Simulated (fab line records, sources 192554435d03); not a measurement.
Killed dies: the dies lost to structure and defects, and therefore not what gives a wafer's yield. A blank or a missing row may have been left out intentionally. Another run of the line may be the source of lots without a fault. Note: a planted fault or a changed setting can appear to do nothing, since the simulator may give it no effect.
Lot-split experiment | flow n5_finfet | 21 wafers read across 7 lots, on a route 1938 steps long

## ON THE SPLIT
At N5_BEOL_M8_TRENCH_ETCH_37 (etches SiCOH lowk in C4F6/O2, target depth 93.478 nm, time 31.2 s), the setting time_s was moved away from the recipe's 31.2 s on 9 of the 21 wafers read, by -16.3% to +17.4%. This setting was run at the recipe's value on the other wafers.

## FROM THE SPLIT TO THE READING: what the file shows between them, 11 steps
- N5_BEOL_M8_ETCH_41: etches SiCN in CH3F/O2, target depth 31.9 nm, time 57.8 s
- N5_BEOL_M8_STRIP_80: strips in N2/H2, time 10 s
- N5_BEOL_M8_OCD_MEAS_38
- N5_BEOL_M8_HM_STRIP_39: strips TiN in peroxide tin strip, target depth 25 nm, time 158 s
- N5_BEOL_M8_SRD_40: time 30 s
- N5_BEOL_M8_ECD_50: material Cu, target thk 300 nm
- N5_BEOL_M8_ANNEAL_51: time 90 s
- N5_BEOL_M8_CMP_52: polishes, stops on SiCOH lowk, t overpolish 6.9 s, target thk 80 nm
- N5_BEOL_M8_THK_MEAS_53: measures by xrf
- N5_BEOL_M8_PRE_CLEAN_55: time 15 s
- N5_BEOL_M8_DEP_56: deposits SiCN from 3MS/NH3, target thk 10 nm, time 17.5 s

## THE READING
At N5_BEOL_M8_RS_MEAS_57, a four-point-probe measurement gives M8_RS in ohm/sq. Typical for fault-free wafers on this fab line: 0.286 ohm/sq, with standard deviation 0.0096 ohm/sq.

wafer  | tool, chamber at the split | time_s as run, s | against the recipe | M8_RS, ohm/sq | against lot-mates on the recipe
L074.2 | rie_diel-06, 1             | 31.2             | recipe             | 0.283         | -
L074.3 | rie_diel-06, 3             | 36.61            | +17.3%             | 0.231         | -0.052
L074.6 | rie_diel-06, 3             | 36.61            | +17.3%             | 0.229         | -0.054
L075.1 | rie_diel-01, 2             | 31.2             | recipe             | 0.286         | -
L075.4 | rie_diel-01, 3             | 31.2             | recipe             | 0.285         | -
L075.6 | rie_diel-01, 3             | 31.2             | recipe             | 0.283         | -
L086.3 | rie_diel-06, 0             | 31.2             | recipe             | 0.297         | -
L086.5 | rie_diel-06, 0             | 26.72            | -14.4%             | 0.371         | +0.078
L086.6 | rie_diel-06, 3             | 31.2             | recipe             | 0.290         | -
L088.2 | rie_diel-03, 2             | 31.2             | recipe             | 0.292         | -
L088.3 | rie_diel-03, 1             | 33.83            | +8.4%              | 0.253         | -0.039
L088.6 | rie_diel-03, 1             | 33.83            | +8.4%              | 0.260         | -0.032
L089.1 | rie_diel-03, 2             | 36.63            | +17.4%             | 0.244         | -0.049
L089.4 | rie_diel-03, 1             | 31.2             | recipe             | 0.304         | -
L089.6 | rie_diel-03, 3             | 31.2             | recipe             | 0.282         | -
L096.1 | rie_diel-06, 0             | 35.5             | +13.8%             | 0.254         | -0.047
L096.2 | rie_diel-06, 1             | 35.5             | +13.8%             | 0.242         | -0.059
L096.6 | rie_diel-06, 0             | 31.2             | recipe             | 0.301         | -
L095.1 | rie_diel-03, 0             | 31.2             | recipe             | 0.293         | -
L095.3 | rie_diel-03, 3             | 31.2             | recipe             | 0.274         | -
L095.4 | rie_diel-03, 1             | 26.11            | -16.3%             | 0.377         | +0.094

FIT RESULTS
A straight line over all 21 wafers: M8_RS changes by -0.00395 ohm/sq for each +1% of time_s; r = -0.96; the points scatter about the line by 0.012 ohm/sq.
The same after taking each lot's own level away (the mean of its wafers on the recipe; 21 wafers): -0.00407 ohm/sq for each +1%; r = -0.96; scatter 0.011 ohm/sq.
According to that fit, moving time_s by its largest amount changes the reading by 0.071 ohm/sq.
The span of the lots' own levels, 0.2830 to 0.3010 ohm/sq, comes to 1.9 times the standard deviation stated above.
So the lot-to-lot level changes the slope little: the two slopes agree.
Check: for one of the wafers moved furthest among these (+17.4%), held out of the fit, the line's prediction against its lot-mates is -0.0691 ohm/sq. Against them it came out at -0.049 ohm/sq.

## OTHER SPLITS ON THESE WAFERS
Before the reading, these wafers also passed through other splits. Each is held against what the fit with the lots' levels taken away leaves over:
other split on the same wafers  | wafers away from the commonest value | r with M8_RS (lot level and that fit taken away)
N5_BEOL_M8_ETCH_72 h2_flow_sccm | 11                                   | -0.34

## THE WHOLE CHAIN: every reading that the file lists as answering this split, in the file's order
step                      | what it does                                                        | reading                                                                      | change (the file's fit)               | r (the file's)
N5_BEOL_M8_TRENCH_ETCH_37 | etches SiCOH lowk in C4F6/O2, target depth 93.478 nm, time 31.2 s   | BEOL_M8.feature_depth_nm (the simulator's own value, which no gauge read)    | +0.956 nm for each +1% of the setting | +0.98
N5_BEOL_M8_TRENCH_ETCH_37 | etches SiCOH lowk in C4F6/O2, target depth 93.478 nm, time 31.2 s   | etch.depth_nm (the simulator's own value, which no gauge read)               | +0.955 nm for each +1% of the setting | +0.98
N5_BEOL_M8_OCD_MEAS_38    |                                                                     | trench_depth_nm                                                              | +0.961 nm for each +1% of the setting | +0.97
N5_BEOL_M8_CMP_52         | polishes, stops on SiCOH lowk, t overpolish 6.9 s, target thk 80 nm | Cu_of_BEOL_M8_ECD_50.thk_nm (the simulator's own value, which no gauge read) | +0.936 nm for each +1% of the setting | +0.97
N5_BEOL_M8_THK_MEAS_53    | measures by xrf                                                     | M8_THK                                                                       | +0.935 for each +1% of the setting    | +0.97
N5_BEOL_M8_RS_MEAS_57     | measures by four-point-probe                                        | M8_RS                                                                        | -0.00407 for each +1% of the setting  | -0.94

## THE FILE'S OWN FIT
M8_RS changes by -0.00407 ohm/sq for each +1% of time_s, r = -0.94.
